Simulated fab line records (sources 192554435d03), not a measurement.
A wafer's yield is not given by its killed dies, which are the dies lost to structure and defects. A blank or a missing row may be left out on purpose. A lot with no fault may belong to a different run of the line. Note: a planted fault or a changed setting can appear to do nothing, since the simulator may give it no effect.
The tool behind it: which one? ; flow n5-finfet ; 11 lots with 33 wafers sampled at 3 steps, on a route of 1938 steps

== WHAT THE GAUGES SHOWED, per wafer ==
N5_BEOL_M14_CD_MEAS_28: the cd target is 284.4 nm. Usual: cd-nm at 283.4 nm, with a standard deviation of 1.8.
lot;measured;on;cd-nm (nm);flag
L402;day 10 14:37;cd-sem-03;284.8 285.0 286.1;
L404;day 11 07:54;cd-sem-01;280.9 283.8 281.6;
L406;day 11 17:23;cd-sem-02;280.7 282.7 280.6;
L408;day 12 16:54;cd-sem-01;287.7 284.4 284.7;
L411;day 13 16:14;cd-sem-02;283.6 283.6 283.9;
L414;day 13 20:31;cd-sem-03;284.8 284.0 284.8;
L416;day 14 15:56;cd-sem-03;282.7 283.7 281.1;
L418;day 15 11:27;cd-sem-03;285.2 284.4 286.6;
L422;day 16 03:50;cd-sem-02;285.8 287.1 283.0;
L424;day 16 10:52;cd-sem-01;279.4 282.2 281.4;
L423;day 16 12:01;cd-sem-01;283.0 282.4 284.4;

== WHICH TOOL RAN EACH LOT (tool, then ch and the chambers of the sampled wafers, then the start) ==
lot;N5_BEOL_M13_DEP_53;N5_BEOL_M14_ILD_DEP_00
L402;pecvd-02 ch 1,2, day 10 12:59;pecvd-03 ch 0,1,2, day 10 13:07
L404;pecvd-03 ch 0,1,2, day 11 05:25;pecvd-02 ch 0,2, day 11 05:32
L406;pecvd-04 ch 1,2, day 11 15:38;pecvd-03 ch 0,1,2, day 11 15:46
L408;pecvd-03 ch 0,1,2, day 12 15:18;pecvd-02 ch 1,2, day 12 15:26
L411;pecvd-03 ch 0,1,2, day 13 14:20;pecvd-03 ch 0,1,2, day 13 14:28
L414;pecvd-02 ch 0,2, day 13 18:49;pecvd-02 ch 0,2, day 13 18:56
L416;pecvd-04 ch 0,2, day 14 14:28;pecvd-03 ch 0,1,2, day 14 14:35
L418;pecvd-03 ch 0,1,2, day 15 09:51;pecvd-02 ch 0,1, day 15 09:59
L422;pecvd-02 ch 0,1,2, day 16 02:05;pecvd-01 ch 1,2, day 16 02:13
L424;pecvd-02 ch 0,1,2, day 16 09:15;pecvd-01 ch 0,1,2, day 16 09:23
L423;pecvd-03 ch 0,1, day 16 10:25;pecvd-01 ch 0,2, day 16 10:32
- N5_BEOL_M13_DEP_53: deposits SiCN from 3MS/NH3, target thk 50 nm, time 17.8 s.
- N5_BEOL_M14_ILD_DEP_00: deposits SiO2 from TEOS/O2, target thk 1119.3 nm, time 237.4 s.

== AS READ BY THE TOOLS THEMSELVES (means over the sampled wafers that have a number; for cases with no such wafer, the mark the record gives instead) ==
N5_BEOL_M13_DEP_53. Usual: showerhead-plenum-p-Torr 4.161 Torr, standard deviation 0.02; throttle-valve-pct 17.8 %, standard deviation 0.95.
lot;tool;showerhead-plenum-p-Torr (Torr);throttle-valve-pct (%);flag
L402;pecvd-02;4.163;16.9;
L404;pecvd-03;4.171;18.0;
L406;pecvd-04;4.146;17.6;
L408;pecvd-03;4.162;18.2;
L411;pecvd-03;4.170;18.1;
L414;pecvd-02;4.147;18.4;
L416;pecvd-04;4.149;17.9;
L418;pecvd-03;4.169;18.1;
L422;pecvd-02;4.161;17.9;
L424;pecvd-02;4.166;17.8;
L423;pecvd-03;4.158;18.4;

N5_BEOL_M14_ILD_DEP_00. Usual: heater-power-w 528 W, standard deviation 86; showerhead-plenum-p-Torr 8.36 Torr, standard deviation 0.032; throttle-valve-pct 19.0 %, standard deviation 1.3.
lot;tool;heater-power-w (W);showerhead-plenum-p-Torr (Torr);throttle-valve-pct (%);flag
L402;pecvd-03;520;8.36;18.6;
L404;pecvd-02;533;8.33;18.6;
L406;pecvd-03;461;8.35;18.6;
L408;pecvd-02;452;8.34;17.6;
L411;pecvd-03;522;8.37;18.7;
L414;pecvd-02;602;8.33;18.8;
L416;pecvd-03;488;8.36;18.5;
L418;pecvd-02;508;8.37;18.7;
L422;pecvd-01;618;8.37;20.9;
L424;pecvd-01;623;8.34;20.2;
L423;pecvd-01;556;8.37;19.1;

== THE ANSWER, worked out from the rows above alone ==
Rule: take the mean of a lot's wafers that have a number; if it is more than 3 standard deviations from the usual mean, the lot is off. Also off: a lot with no number at a reading for which 4 or more lots have one. Where the step has rows for the other lots, those lots are counted as sound. After the gauges, taken in route order, come the tools' own readings; for these a lot's mean is taken, as printed above. At the first step where some lot is off, the reading lying furthest off is the one used; lots without a number count as furthest.
Across all readings shown, no lot is off: no conclusion can be drawn from this.

== WHAT THE SIMULATOR PUT IN ==
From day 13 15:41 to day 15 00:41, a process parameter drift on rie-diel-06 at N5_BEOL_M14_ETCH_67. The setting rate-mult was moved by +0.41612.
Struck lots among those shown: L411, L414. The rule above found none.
